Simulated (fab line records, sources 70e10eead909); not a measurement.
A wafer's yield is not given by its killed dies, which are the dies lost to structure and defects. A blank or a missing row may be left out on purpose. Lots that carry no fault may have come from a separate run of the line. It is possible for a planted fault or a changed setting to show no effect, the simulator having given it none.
Which tool did it? + flow nandHarc + 12 lots, 36 wafers sampled, at 2 steps of a route of 1302

WHAT EACH GAUGE READ, for each wafer
NHARC_P_STI_INSPECT_25.
| lot  | measured     | on               | rawDefectCount |
|------|--------------|------------------|----------------|
| L075 | day 4 18:44  | defectInspect-02 | 356 244 148    |
| L077 | day 5 08:50  | defectInspect-02 | 211 181 249    |
| L079 | day 5 23:23  | defectInspect-02 | 202 118 161    |
| L081 | day 7 05:49  | defectInspect-02 | 202 141 132    |
| L083 | day 7 21:30  | defectInspect-01 | 294 311 216    |
| L085 | day 8 14:16  | defectInspect-01 | 213 188 238    |
| L087 | day 9 06:38  | defectInspect-01 | 318 175 217    |
| L089 | day 10 01:48 | defectInspect-02 | 203 246 272    |
| L091 | day 11 00:55 | defectInspect-01 | 210 215 226    |
| L093 | day 11 21:22 | defectInspect-02 | 117 177 220    |
| L095 | day 12 18:52 | defectInspect-02 | 301 243 237    |
| L097 | day 13 11:45 | defectInspect-02 | 147 113 191    |

EACH LOT AND THE TOOL THAT RAN IT (in order: tool; ch and the chambers of the sampled wafers; start)
| lot  | NHARC_P_ZERO_WELL_DESCUM_26       |
|------|-----------------------------------|
| L075 | rieDiel-03 ch 0,3, day 2 08:56    |
| L077 | rieDiel-03 ch 0,2,3, day 3 04:52  |
| L079 | rieDiel-02 ch 0,1, day 4 00:44    |
| L081 | rieDiel-02 ch 1,3, day 4 21:14    |
| L083 | rieDiel-02 ch 0,1,2, day 5 16:40  |
| L085 | rieDiel-02 ch 1,2,3, day 6 12:56  |
| L087 | rieDiel-03 ch 0,1, day 7 09:22    |
| L089 | rieDiel-11 ch 1,2, day 8 05:31    |
| L091 | rieDiel-03 ch 0,1,2, day 9 00:33  |
| L093 | rieDiel-11 ch 0,1,2, day 9 20:57  |
| L095 | rieDiel-02 ch 0,1,2, day 10 16:59 |
| L097 | rieDiel-11 ch 2,3, day 11 12:46   |
- NHARC_P_ZERO_WELL_DESCUM_26: chemistry O2, time 3 s.

THE ANSWER, worked out from the rows above alone
Rule: usual is defined by the lots themselves. Put in order of their means at a reading, lots are off if they are a third of the lots or fewer, leave a main group of 4 or more, and stand apart from it by a gap of 3 or more times the standard deviation of the main group's means; of several such gaps the widest counts. Not used: any main group whose means are identical at the precision the tables above print for the reading. Also off: a lot with no number at a reading for which 4 or more lots have one. Where the step has rows for the other lots, those lots are counted as sound.
Across all readings shown, no lot is off: no conclusion can be drawn from this.

WHAT THE SIMULATOR HAD PUT IN
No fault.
